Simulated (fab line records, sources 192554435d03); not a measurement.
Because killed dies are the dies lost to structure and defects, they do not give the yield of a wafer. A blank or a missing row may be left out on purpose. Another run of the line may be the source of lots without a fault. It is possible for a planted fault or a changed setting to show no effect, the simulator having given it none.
fab line records -- flow n5_finfet -- part 1 of 2: steps 1 to 23 of 35
record lots=5, wafers=15, last_day=19
route steps=1938 shown WELL_APT@48 PMOS_HMC_CHANNEL_EPI@57
lots with no fault: from the same line, run without faults
start_h: hours from the record's first day to the start of the lot's first wafer shown -- wait_h: how many hours have passed since the lot's step before this one -- " same as the row above -- L1.1+2: several wafers, shown together as one row -- - no value present, or no start provided -- * or withheld: withheld -- < > ~ a bound
route shown NAME@n: NAME is a module with steps in the file, n the number in the route of the first one -- usual: average and standard deviation across the fault-free wafers -- same: alike in all rows -- chamber/n: place in a boat -- sites: readings site by site -- _std_site: standard deviation across them -- _edge_site: inner sites' mean taken away from outer sites' mean -- radius_mm: how far each site lies from the wafer's centre -- mask NAME#n: copy n -- behind: the most recent tool/chamber to have shaped the wafer -- hold: why the lot went on hold/how many hours it stayed there/how the hold came to an end -- device: whichever transistor did not switch (one of n, p or np) -- end of line: at the end of the route, the tests of the same wafers -- step lacking rows: just its recipe -- killed: the dies lost at the first sort to structure and to defects; this is not the yield of the wafer -- map: shows each die of a wafer: x if killed, . if not, _ if none is there
set.NAME: the run value of the setting; set.NAME@STEP: its run value at that earlier step -- model.NAME: the simulator's own value behind a step, which no gauge read
certain route steps with their lots: each step a table, each wafer a row
services: a tool's chamber out of use, with start hour (start_h, from the record's first day; less than 0 if before it), hours out, and reason
## steps
# step N5_WELL_APT_IMPLANT_32
# recipe species=BF2, energy_kev=50, dose_cm2=2e+13, tilt_deg=0, rotation_deg=0
# usual end_station_pressure_torr=5.17e-06/2.6e-07, rotation_deg=0.003/0.021
lot.wafer,tool,chamber,start_h,wait_h,end_station_pressure_torr,rotation_deg
L076.1,implanter-01,0,28.11,0.1,4.93e-06,0.012
L076.2,implanter-01,0,28.11,0.1,5.14e-06,0.034
L076.6,implanter-01,0,28.11,0.1,5.39e-06,0.009
L077.2,implanter-02,0,33.77,0.1,4.85e-06,0.000
L077.3,implanter-02,0,33.77,0.1,4.69e-06,0.004
L077.4,implanter-02,0,33.77,0.1,4.98e-06,0.039
L081.1,implanter-02,0,57.77,0.1,5.05e-06,0.024
L081.5,implanter-02,0,57.77,0.1,5.92e-06,0.010
L081.6,implanter-02,0,57.77,0.1,5.82e-06,0.024
L084.1,implanter-01,0,75.86,0.1,5.68e-06,0.032
L084.2,implanter-01,0,75.86,0.1,5.32e-06,0.034
L084.4,implanter-01,0,75.86,0.1,4.88e-06,0.007
L095.1,implanter-01,0,141.19,0.1,4.9e-06,0.003
L095.4,implanter-01,0,141.19,0.1,5.28e-06,0.017
L095.5,implanter-01,0,141.19,0.1,5.18e-06,0.011
# step N5_WELL_APT_STRIP_33
# recipe chemistry=SPM, time_s=900, temp_c=130, h2so4_h2o2_vol_ratio=4, dry=ipa_marangoni
lot.wafer,tool,chamber,start_h,wait_h
L076.1+2+6,wet_bench-06,"1,6,3",28.31,0.2
L077.2+3+4,wet_bench-05,"2,4,0",33.95,0.1
L081.1+5+6,wet_bench-05,"0,4,3",57.98,0.2
L084.1+2+4,wet_bench-05,"3,4,0",76.07,0.2
L095.1+4+5,wet_bench-06,"3,2,7",141.40,0.2
# step N5_WELL_APT_RTA_34
# recipe temp_c=1000, time_s=10, ambient=N2, idle_temp_c=600, ramp_up_c_per_s=150, ramp_down_c_per_s=60, cool_to_c=600
# usual lamp_power_pct=13.00/0.055, lamp_zone_6_pct=12.92/0.035, wafer_temp_C_max=1003.5/1.1
lot.wafer,tool,chamber,start_h,wait_h,lamp_power_pct,lamp_zone_6_pct,wafer_temp_C_max
L076.1,rtp_anneal-01,0,28.89,0.0,13.02,12.91,1003.9
L076.2,rtp_anneal-01,0,28.89,0.0,13.01,12.91,1002.2
L076.6,rtp_anneal-01,0,28.89,0.0,13.02,12.98,1002.5
L077.2,rtp_anneal-02,0,34.24,0.0,12.90,12.94,1002.9
L077.3,rtp_anneal-02,0,34.24,0.0,13.08,12.95,1003.9
L077.4,rtp_anneal-02,0,34.24,0.0,12.97,12.96,1003.3
L081.1,rtp_anneal-01,0,58.49,0.3,12.99,12.93,1001.7
L081.5,rtp_anneal-01,0,58.49,0.3,13.13,12.88,1002.2
L081.6,rtp_anneal-01,0,58.49,0.3,12.94,12.89,1004.5
L084.1,rtp_anneal-01,0,76.59,0.3,13.01,12.96,1003.3
L084.2,rtp_anneal-01,0,76.59,0.3,12.96,12.86,1002.4
L084.4,rtp_anneal-01,0,76.59,0.3,13.00,12.91,1001.5
L095.1,rtp_anneal-01,0,141.67,0.0,13.03,12.91,1001.8
L095.4,rtp_anneal-01,0,141.67,0.0,12.98,12.95,1004.9
L095.5,rtp_anneal-01,0,141.67,0.0,13.02,12.89,1002.2
# step N5_WELL_APT_OXIDE_STRIP_42
# recipe chemistry=dHF, dilution=25:1, time_s=45, temp_c=25, target=SiO2, target_depth_a=120
lot.wafer,tool,chamber,start_h,wait_h
L076.1+2+6,wet_bench-03,"5,4,7",29.04,0.1
L077.2+3+4,wet_bench-05,"7,0,1",34.37,0.1
L081.1+5+6,wet_bench-05,"7,0,2",58.64,0.1
L084.1+2+4,wet_bench-06,"5,6,3",76.74,0.1
L095.1+4+5,wet_bench-03,"7,3,5",141.82,0.1
# step N5_WELL_APT_PRECLEAN_36
# recipe chemistry=O3/DIW, time_s=45, temp_c=22, o3_ppm=10
lot.wafer,tool,chamber,start_h,wait_h
L076.1+2+6,wet_bench-03,"5,4,7",29.05,0.0
L077.2+3+4,wet_bench-05,"7,0,1",34.38,0.0
L081.1+5+6,wet_bench-05,"7,0,2",58.66,0.0
L084.1+2+4,wet_bench-06,"5,6,3",76.75,0.0
L095.1+4+5,wet_bench-03,"7,3,5",141.83,0.0
# step N5_WELL_APT_PRECLEAN_39
# recipe chemistry=dHF, time_s=60, dilution=150:1, temp_c=25
lot.wafer,tool,chamber,start_h,wait_h
L076.1+2+6,wet_bench-03,"5,4,7",29.07,0.0
L077.2+3+4,wet_bench-05,"7,0,1",34.40,0.0
L081.1+5+6,wet_bench-05,"7,0,2",58.67,0.0
L084.1+2+4,wet_bench-06,"5,6,3",76.77,0.0
L095.1+4+5,wet_bench-03,"7,3,5",141.84,0.0
# step N5_WELL_APT_SRD_37
# recipe dry=ipa_marangoni, do_ppb=5, time_s=30, temp_c=23, rinse_liquid=diw
lot.wafer,tool,chamber,start_h,wait_h
L076.1+2+6,wet_bench-03,"5,4,7",29.08,0.0
L077.2+3+4,wet_bench-05,"7,0,1",34.41,0.0
L081.1+5+6,wet_bench-05,"7,0,2",58.68,0.0
L084.1+2+4,wet_bench-06,"5,6,3",76.79,0.0
L095.1+4+5,wet_bench-03,"7,3,5",141.86,0.0
# step N5_WELL_APT_EPI_41
# recipe material=Si, target_thk_a=500, temp_c=650, precursor=SiH4/H2, pressure_torr=20, time_s=297.7
# usual susceptor_temp_C=649.95/0.3, throttle_valve_pct=11.5/0.31
lot.wafer,tool,chamber,start_h,wait_h,susceptor_temp_C,throttle_valve_pct
L076.1,epi_rpcvd-02,0,29.13,0.0,650.01,11.3
L076.2,epi_rpcvd-02,0,29.13,0.0,650.42,10.8
L076.6,epi_rpcvd-02,0,29.13,0.0,649.55,11.4
L077.2,epi_rpcvd-02,0,34.56,0.1,650.10,11.1
L077.3,epi_rpcvd-02,0,34.56,0.1,650.26,11.2
L077.4,epi_rpcvd-02,0,34.56,0.1,650.45,11.5
L081.1,epi_rpcvd-01,0,58.73,0.0,649.63,11.3
L081.5,epi_rpcvd-01,0,58.73,0.0,650.07,11.4
L081.6,epi_rpcvd-01,0,58.73,0.0,650.21,11.4
L084.1,epi_rpcvd-02,0,76.84,0.0,650.09,11.2
L084.2,epi_rpcvd-02,0,76.84,0.0,649.53,11.1
L084.4,epi_rpcvd-02,0,76.84,0.0,649.98,11.6
L095.1,epi_rpcvd-02,0,141.91,0.0,649.56,11.4
L095.4,epi_rpcvd-02,0,141.91,0.0,649.41,11.4
L095.5,epi_rpcvd-02,0,141.91,0.0,650.12,11.3
# step N5_WELL_APT_INSPECT_38
# recipe inspect_instrument=darkfield, mode=post_epi
# usual raw_defect_count=13/5
lot.wafer,tool,chamber,start_h,wait_h,raw_defect_count
L076.1,defect_inspect-02,-,29.77,0.5,5
L076.2,defect_inspect-02,-,29.77,0.5,11
L076.6,defect_inspect-02,-,29.77,0.5,2
L077.2,defect_inspect-01,-,35.10,0.4,10
L077.3,defect_inspect-01,-,35.10,0.4,12
L077.4,defect_inspect-01,-,35.10,0.4,6
L081.1,defect_inspect-02,-,59.57,0.7,8
L081.5,defect_inspect-02,-,59.57,0.7,10
L081.6,defect_inspect-02,-,59.57,0.7,22
L084.1,defect_inspect-01,-,77.49,0.6,10
L084.2,defect_inspect-01,-,77.49,0.6,18
L084.4,defect_inspect-01,-,77.49,0.6,17
L095.1,defect_inspect-02,-,142.76,0.7,12
L095.4,defect_inspect-02,-,142.76,0.7,26
L095.5,defect_inspect-02,-,142.76,0.7,14
# step N5_PMOS_HMC_CHANNEL_EPI_HM_DEP_34
# recipe material=SiO2, target_thk_a=360, temp_c=400, precursor=TEOS/O2, pressure_torr=6.5, rf_w=900, teos_flow_sccm=161.4, gas=O2, flow_sccm=2650, time_s=6.9
# usual heater_power_w=619/80, showerhead_plenum_p_Torr=8.33/0.033, showerhead_vpp_V=1911/93, susceptor_temp_C=399.98/0.25, throttle_valve_pct=18.3/0.99
lot.wafer,tool,chamber,start_h,wait_h,heater_power_w,showerhead_plenum_p_Torr,showerhead_vpp_V,susceptor_temp_C,throttle_valve_pct
L076.1,pecvd-02,2,29.81,0.0,654,8.33,2140,400.29,16.9
L076.2,pecvd-02,1,29.81,0.0,544,8.35,1936,399.73,18.7
L076.6,pecvd-02,2,29.81,0.0,638,8.32,2080,399.91,16.7
L077.2,pecvd-01,1,35.13,0.0,536,8.31,1903,399.78,19.1
L077.3,pecvd-01,2,35.13,0.0,692,8.38,1835,400.05,17.6
L077.4,pecvd-01,0,35.13,0.0,724,8.29,1864,399.96,19.2
L081.1,pecvd-02,2,59.61,0.0,679,8.31,2153,399.82,16.8
L081.5,pecvd-02,1,59.61,0.0,419,8.33,1910,399.56,18.8
L081.6,pecvd-02,2,59.61,0.0,520,8.31,2124,399.85,17.2
L084.1,pecvd-01,1,77.53,0.0,581,8.34,1938,400.52,19.1
L084.2,pecvd-01,0,77.53,0.0,619,8.30,1932,399.69,19.5
L084.4,pecvd-01,2,77.53,0.0,576,8.37,1866,400.38,17.5
L095.1,pecvd-01,2,142.80,0.0,605,8.39,1877,399.85,17.5
L095.4,pecvd-01,1,142.80,0.0,599,8.33,1958,399.56,19.2
L095.5,pecvd-01,0,142.80,0.0,660,8.29,1872,400.07,19.6
# step N5_PMOS_HMC_CHANNEL_EPI_COAT_31
# recipe resist=BARC, temp_c=205, time_s=60, spin_rpm=1500, resist_thk_nm=66
lot.wafer,tool,chamber,start_h,wait_h
L076.1+2+6,litho_track-04,0,29.86,0.0
L077.2+3+4,litho_track-01,0,35.19,0.0
L081.1+5+6,litho_track-04,0,59.68,0.1
L084.1+2+4,litho_track-04,0,77.58,0.0
L095.1+4+5,litho_track-05,0,142.86,0.0
# step N5_PMOS_HMC_CHANNEL_EPI_COAT_03
# recipe resist=CAR-ArF-block, spin_rpm=1500, resist_thk_nm=205
lot.wafer,tool,chamber,start_h,wait_h
L076.1+2+6,litho_track-04,0,-,-
L077.2+3+4,litho_track-01,0,-,-
L081.1+5+6,litho_track-04,0,-,-
L084.1+2+4,litho_track-04,0,-,-
L095.1+4+5,litho_track-05,0,-,-
# step N5_PMOS_HMC_CHANNEL_EPI_EBR_05
# recipe solvent=PGMEA, ebr_width_mm=1.5
lot.wafer,tool,chamber,start_h,wait_h
L076.1+2+6,litho_track-04,0,-,-
L077.2+3+4,litho_track-01,0,-,-
L081.1+5+6,litho_track-04,0,-,-
L084.1+2+4,litho_track-04,0,-,-
L095.1+4+5,litho_track-05,0,-,-
# step N5_PMOS_HMC_CHANNEL_EPI_SOFTBAKE_04
# recipe temp_c=110, time_s=60, resist=CAR-ArF-block
lot.wafer,tool,chamber,start_h,wait_h
L076.1+2+6,litho_track-04,0,-,-
L077.2+3+4,litho_track-01,0,-,-
L081.1+5+6,litho_track-04,0,-,-
L084.1+2+4,litho_track-04,0,-,-
L095.1+4+5,litho_track-05,0,-,-
# step N5_PMOS_HMC_CHANNEL_EPI_EXPOSE_06
# recipe mask_id=PMOS_HMC_BLK, na=1.35, source_shape=conventional, sigma_outer=0.8, polarization=unpolarized, target_cd_nm=240, dose_mj=41
lot.wafer,tool,chamber,start_h,wait_h,mask
L076.1+2+6,arfi_scanner-01,0,30.09,-,PMOS_HMC_BLK#0
L077.2+3+4,arfi_scanner-03,0,35.42,-,PMOS_HMC_BLK#0
L081.1+5+6,arfi_scanner-02,0,59.77,-,PMOS_HMC_BLK#0
L084.1+2+4,arfi_scanner-01,0,77.81,-,PMOS_HMC_BLK#0
L095.1+4+5,arfi_scanner-03,0,142.96,-,PMOS_HMC_BLK#0
# step N5_PMOS_HMC_CHANNEL_EPI_PEB_07
# recipe peb_temp_c=110, peb_time_s=60, resist=CAR-ArF-block
lot.wafer,tool,chamber,start_h,wait_h
L076.1+2+6,litho_track-04,0,30.15,0.1
L077.2+3+4,litho_track-05,0,35.47,0.0
L081.1+5+6,litho_track-01,0,59.83,0.1
L084.1+2+4,litho_track-01,0,77.86,0.1
L095.1+4+5,litho_track-05,0,143.01,0.1
# step N5_PMOS_HMC_CHANNEL_EPI_DEVELOP_08
# recipe develop_time_s=30, developer=TMAH, resist=CAR-ArF-block, dev_temp_c=23, rinse_liquid=diw, dry=air_spin
lot.wafer,tool,chamber,start_h,wait_h
L076.1+2+6,litho_track-04,0,-,-
L077.2+3+4,litho_track-05,0,-,-
L081.1+5+6,litho_track-01,0,-,-
L084.1+2+4,litho_track-01,0,-,-
L095.1+4+5,litho_track-05,0,-,-
# step N5_PMOS_HMC_CHANNEL_EPI_CD_MEAS_09
# recipe target_cd_nm=237.4, landing_energy_ev=500, detector=se_inlens
# usual cd_nm=237.4/1
lot.wafer,tool,chamber,start_h,wait_h,cd_nm
L076.1,cd_sem-01,0,30.21,-,238.7
L076.2,cd_sem-01,0,30.21,-,238.2
L076.6,cd_sem-01,0,30.21,-,237.8
L077.2,cd_sem-01,0,35.54,-,237.9
L077.3,cd_sem-01,0,35.54,-,237.3
L077.4,cd_sem-01,0,35.54,-,236.1
L081.1,cd_sem-01,0,59.90,-,237.7
L081.5,cd_sem-01,0,59.90,-,238.4
L081.6,cd_sem-01,0,59.90,-,238.4
L084.1,cd_sem-01,0,77.93,-,235.4
L084.2,cd_sem-01,0,77.93,-,235.4
L084.4,cd_sem-01,0,77.93,-,236.6
L095.1,cd_sem-03,0,143.08,-,239.0
L095.4,cd_sem-03,0,143.08,-,237.7
L095.5,cd_sem-03,0,143.08,-,237.8
# step N5_PMOS_HMC_CHANNEL_EPI_OVL_MEAS_10
# recipe points_per_wafer=44
# usual PMOS_HMC_BLK_OVL=-0.1/0.8
# same points_per_wafer=44
lot.wafer,tool,chamber,start_h,wait_h,PMOS_HMC_BLK_OVL[nm]
L076.1,overlay-02,0,30.24,0.0,0.4
L076.2,overlay-02,0,30.24,0.0,-0.7
L076.6,overlay-02,0,30.24,0.0,-1.2
L077.2,overlay-01,0,35.57,0.0,-0.9
L077.3,overlay-01,0,35.57,0.0,-0.4
L077.4,overlay-01,0,35.57,0.0,-0.9
L081.1,overlay-02,0,59.93,0.0,1.1
L081.5,overlay-02,0,59.93,0.0,0.5
L081.6,overlay-02,0,59.93,0.0,-0.7
L084.1,overlay-01,0,77.96,0.0,0.0
L084.2,overlay-01,0,77.96,0.0,-1.1
L084.4,overlay-01,0,77.96,0.0,0.2
L095.1,overlay-01,0,143.11,0.0,0.7
L095.4,overlay-01,0,143.11,0.0,-1.3
L095.5,overlay-01,0,143.11,0.0,0.0
# step N5_PMOS_HMC_CHANNEL_EPI_INSPECT_11
# recipe mode=adi, inspect_instrument=macro
# usual raw_defect_count=2.0/1.3
lot.wafer,tool,chamber,start_h,wait_h,raw_defect_count
L076.1,defect_inspect-01,-,30.27,0.0,2
L076.2,defect_inspect-01,-,30.27,0.0,1
L076.6,defect_inspect-01,-,30.27,0.0,4
L077.2,defect_inspect-01,-,35.59,0.0,1
L077.3,defect_inspect-01,-,35.59,0.0,4
L077.4,defect_inspect-01,-,35.59,0.0,1
L081.1,defect_inspect-01,-,59.95,0.0,2
L081.5,defect_inspect-01,-,59.95,0.0,2
L081.6,defect_inspect-01,-,59.95,0.0,3
L084.1,defect_inspect-01,-,77.99,0.0,1
L084.2,defect_inspect-01,-,77.99,0.0,1
L084.4,defect_inspect-01,-,77.99,0.0,0
L095.1,defect_inspect-01,-,143.13,0.0,3
L095.4,defect_inspect-01,-,143.13,0.0,1
L095.5,defect_inspect-01,-,143.13,0.0,4
# step N5_PMOS_HMC_CHANNEL_EPI_DESCUM_14
# recipe chemistry=O2, time_s=7.9, source_power_w=50, bias_power_w=20, pressure_mtorr=20, rf_frequency_hz=2.712e+07, temp_c=40, resist=CAR-ArF-block, o2_flow_sccm=225
# usual drypump_motor_current_A=5.6/0.48, oes_product_au=0.75/0.07, rf_vpp_V=243.3/1.5, showerhead_plenum_p_Torr=2.11/0.071, throttle_valve_pct=20.29/0.18
lot.wafer,tool,chamber,start_h,wait_h,drypump_motor_current_A,oes_product_au,rf_hours_counter_h,rf_vpp_V,showerhead_plenum_p_Torr,throttle_valve_pct
L076.1,rie_diel-02,1,30.78,0.5,6.4,0.81,87,241.8,2.03,20.51
L076.2,rie_diel-02,0,30.78,0.5,5.0,0.72,191,244.5,2.17,20.15
L076.6,rie_diel-02,1,30.78,0.5,6.4,0.80,-,241.2,2.03,20.50
L077.2,rie_diel-02,1,35.63,0.0,6.4,0.81,89,242.0,2.03,20.50
L077.3,rie_diel-02,3,35.63,0.0,6.0,0.76,147,241.6,2.01,20.32
L077.4,rie_diel-02,0,35.63,0.0,5.0,0.72,193,244.3,2.17,20.18
L081.1,rie_diel-05,3,59.99,0.0,5.0,0.73,189,244.6,2.16,20.33
L081.5,rie_diel-05,1,59.99,0.0,5.4,0.94,-,245.5,2.22,20.02
L081.6,rie_diel-05,0,59.99,0.0,5.6,0.73,-,242.6,2.09,20.71
L084.1,rie_diel-02,1,78.02,0.0,6.4,0.79,101,241.7,2.03,20.51
L084.2,rie_diel-02,0,78.02,0.0,5.0,0.71,205,242.7,2.17,20.21
L084.4,rie_diel-02,3,78.02,0.0,6.0,0.76,158,242.1,2.00,20.36
L095.1,rie_diel-05,0,143.17,0.0,5.6,0.71,240,241.9,2.08,20.74
L095.4,rie_diel-05,3,143.17,0.0,5.0,0.70,212,242.8,2.16,20.39
L095.5,rie_diel-05,2,143.17,0.0,5.6,0.67,-,240.1,2.00,20.55
# step N5_PMOS_HMC_CHANNEL_EPI_ETCH_32
# recipe chemistry=N2/H2, target=BARC, stop_on=SiO2, target_depth_a=858, over_etch_frac=0.3, time_s=50.3, ion_energy_ev=200, mask_material=CAR-ArF-block, pressure_mtorr=30, source_w=840, bias_w=150, n2_flow_sccm=200, h2_flow_sccm=200
# usual drypump_motor_current_A=5.6/0.49, n2_flow_sccm=200.0/0.67, oes_product_au=0.64/0.056, rf_vpp_V=524.5/2.6, showerhead_plenum_p_Torr=2.56/0.095, throttle_valve_pct=17.71/0.13
lot.wafer,tool,chamber,start_h,wait_h,drypump_motor_current_A,n2_flow_sccm,oes_product_au,rf_hours_counter_h,rf_vpp_V,showerhead_plenum_p_Torr,throttle_valve_pct
L076.1,rie_diel-02,1,30.82,0.0,6.4,199.9,0.70,87,520.6,2.45,17.77
L076.2,rie_diel-02,0,30.82,0.0,5.0,200.1,0.62,191,526.0,2.63,17.63
L076.6,rie_diel-02,1,30.82,0.0,6.4,200.0,0.69,-,519.5,2.45,17.80
L077.2,rie_diel-02,1,35.66,0.0,6.4,199.2,0.69,89,521.1,2.45,17.79
L077.3,rie_diel-02,3,35.66,0.0,6.0,200.1,0.66,147,522.1,2.42,17.60
L077.4,rie_diel-02,0,35.66,0.0,5.0,201.1,0.62,193,526.1,2.63,17.62
L081.1,rie_diel-05,3,60.02,0.0,4.9,200.7,0.61,189,524.2,2.61,17.62
L081.5,rie_diel-05,1,60.02,0.0,5.4,199.7,0.78,-,528.6,2.70,17.41
L081.6,rie_diel-05,0,60.02,0.0,5.6,199.4,0.61,-,521.9,2.52,18.01
L084.1,rie_diel-02,1,78.05,0.0,6.4,200.1,0.69,101,521.6,2.45,17.80
L084.2,rie_diel-02,0,78.05,0.0,5.0,201.7,0.61,205,527.1,2.62,17.65
L084.4,rie_diel-02,3,78.05,0.0,6.0,200.3,0.65,158,521.3,2.41,17.63
L095.1,rie_diel-05,0,143.20,0.0,5.6,198.9,0.61,240,523.8,2.51,18.06
L095.4,rie_diel-05,3,143.20,0.0,5.0,199.9,0.60,212,525.2,2.59,17.66
L095.5,rie_diel-05,2,143.20,0.0,5.6,199.7,0.57,-,518.4,2.39,17.85
# step N5_PMOS_HMC_CHANNEL_EPI_HM_OPEN_15
# recipe chemistry=CHF3/O2, target=SiO2, mask_material=CAR-ArF-block, target_depth_a=406, CHF3_flow_sccm=50, O2_flow_sccm=5, Ar_flow_sccm=200, time_s=20.3, pressure_mtorr=30, source_w=650, bias_w=170, ion_energy_ev=200
# usual drypump_motor_current_A=5.6/0.48, mfc_ar_sccm=200.0/0.52, oes_ar_750_au=0.75/0.066, oes_product_au=0.75/0.072, rf_vpp_V=531/6.3, showerhead_plenum_p_Torr=2.43/0.077, throttle_valve_pct=18.79/0.15
lot.wafer,tool,chamber,start_h,wait_h,drypump_motor_current_A,mfc_ar_sccm,oes_ar_750_au,oes_product_au,rf_hours_counter_h,rf_vpp_V,showerhead_plenum_p_Torr,throttle_valve_pct
L076.1,rie_diel-02,1,30.86,0.0,6.4,199.4,0.81,0.81,88,530,2.35,18.98
L076.2,rie_diel-02,0,30.86,0.0,5.0,200.5,0.73,0.72,191,531,2.49,18.60
L076.6,rie_diel-02,1,30.86,0.0,6.4,200.2,0.81,0.82,-,529,2.35,18.98
L077.2,rie_diel-02,1,35.70,0.0,6.4,200.7,0.81,0.80,89,529,2.35,18.97
L077.3,rie_diel-02,3,35.70,0.0,6.0,199.8,0.77,0.76,147,523,2.33,18.90
L077.4,rie_diel-02,0,35.70,0.0,5.0,199.5,0.73,0.72,193,532,2.49,18.61
L081.1,rie_diel-05,3,60.06,0.0,4.9,200.1,0.71,0.72,189,540,2.49,18.85
L081.5,rie_diel-05,1,60.06,0.0,5.4,201.5,0.94,0.95,-,538,2.57,18.63
L081.6,rie_diel-05,0,60.06,0.0,5.6,199.6,0.72,0.72,-,519,2.38,19.04
L084.1,rie_diel-02,1,78.10,0.0,6.4,199.6,0.79,0.81,101,529,2.34,19.01
L084.2,rie_diel-02,0,78.10,0.0,5.0,200.4,0.73,0.71,205,532,2.48,18.63
L084.4,rie_diel-02,3,78.10,0.0,6.0,200.3,0.76,0.76,158,524,2.32,18.95
L095.1,rie_diel-05,0,143.25,0.0,5.6,199.9,0.70,0.71,240,518,2.37,19.10
L095.4,rie_diel-05,3,143.25,0.0,4.9,200.3,0.69,0.71,212,539,2.48,18.91
L095.5,rie_diel-05,2,143.25,0.0,5.6,199.6,0.68,0.66,-,535,2.28,18.93
